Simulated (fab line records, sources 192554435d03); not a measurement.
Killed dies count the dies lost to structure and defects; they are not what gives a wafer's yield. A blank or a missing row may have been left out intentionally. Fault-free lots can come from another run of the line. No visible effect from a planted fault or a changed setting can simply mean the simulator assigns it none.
Split-lot trial | flow n5_finfet | 7 lots, 21 wafers read, on a route of 1938 steps

== ON THE SPLIT ==
At N5_DUMMY_GATE_EXPOSE_12 (exposes mask GATE, target cd 25 nm), the setting dose_mj was moved away from the recipe's 34 on 7 of the 21 wafers read, by -5.6% to +4.2%. For the rest of the wafers, this setting stayed at what the recipe calls for.

== FROM THE SPLIT TO THE READING: what the file shows between them, 2 steps ==
- N5_DUMMY_GATE_PEB_13: peb time 60 s
- N5_DUMMY_GATE_DEVELOP_14: develop time 30 s

== THE READING ==
At N5_DUMMY_GATE_CD_MEAS_15: cd_nm in nanometres, against a target cd of 25.8 nm. A value of 25.05 nm with a standard deviation of 0.23 nm is what fault-free wafers of this fab line usually give.

wafer  | tool, chamber at the split | dose_mj as run | against the recipe | cd_nm, nm | against lot-mates on the recipe
L076.1 | euv_scanner-02, 0          | 34             | recipe             | 24.88     | -
L076.3 | euv_scanner-02, 0          | 34             | recipe             | 25.05     | -
L076.5 | euv_scanner-02, 0          | 34             | recipe             | 25.05     | -
L077.2 | euv_scanner-02, 0          | 34             | recipe             | 25.05     | -
L077.3 | euv_scanner-02, 0          | 35.42          | +4.2%              | 24.32     | -0.79
L077.6 | euv_scanner-02, 0          | 34             | recipe             | 25.17     | -
L078.3 | euv_scanner-01, 0          | 34             | recipe             | 24.57     | -
L078.4 | euv_scanner-01, 0          | 34.98          | +2.9%              | 24.03     | -0.61
L078.6 | euv_scanner-01, 0          | 34             | recipe             | 24.71     | -
L080.3 | euv_scanner-01, 0          | 34             | recipe             | 25.19     | -
L080.4 | euv_scanner-01, 0          | 32.08          | -5.6%              | 26.20     | +1.01
L080.5 | euv_scanner-01, 0          | 32.08          | -5.6%              | 25.83     | +0.64
L083.3 | euv_scanner-01, 0          | 34             | recipe             | 25.04     | -
L083.5 | euv_scanner-01, 0          | 34             | recipe             | 25.02     | -
L083.6 | euv_scanner-01, 0          | 34             | recipe             | 24.82     | -
L086.1 | euv_scanner-02, 0          | 35.21          | +3.6%              | 24.70     | no lot-mate on the recipe
L086.3 | euv_scanner-02, 0          | 35.21          | +3.6%              | 24.87     | no lot-mate on the recipe
L086.5 | euv_scanner-02, 0          | 35.21          | +3.6%              | 24.50     | no lot-mate on the recipe
L091.1 | euv_scanner-01, 0          | 34             | recipe             | 25.01     | -
L091.3 | euv_scanner-01, 0          | 34             | recipe             | 25.33     | -
L091.4 | euv_scanner-01, 0          | 34             | recipe             | 25.13     | -

THE FIT
A straight line over all 21 wafers: cd_nm changes by -0.161 nm for each +1% of dose_mj; r = -0.86; the points scatter about the line by 0.24 nm.
The same after taking each lot's own level away (the mean of its wafers on the recipe; 18 wafers): -0.162 nm for each +1%; r = -0.95; scatter 0.12 nm.
According to that fit, moving dose_mj by its largest amount changes the reading by 0.91 nm.
The span of the lots' own levels, 24.640 to 25.190 nm, comes to 2.4 times the standard deviation stated above.
So the lot-to-lot level changes the slope little: the two slopes agree.
Check: with one of the wafers moved furthest among these (-5.6%) left out of the fit, the line predicts +0.813 nm for it against its lot-mates. It came out at +1.01 nm against them.

== THE WHOLE CHAIN: every reading that the file lists as answering this split, in the file's order ==
step                     | what it does                             | reading                                                           | change (the file's fit)               | r (the file's)
N5_DUMMY_GATE_CD_MEAS_15 | target cd 25.8 nm                        | cd_nm                                                             | -0.169 nm for each +1% of the setting | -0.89
N5_DUMMY_GATE_TRIM_49    | chemistry O2, time 29 s, target cd 14 nm | DUMMY_GATE.cd_nm (the simulator's own value, which no gauge read) | -0.239 nm for each +1% of the setting | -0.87

== THE FILE'S OWN FIT ==
cd_nm changes by -0.169 nm for each +1% of dose_mj, r = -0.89.
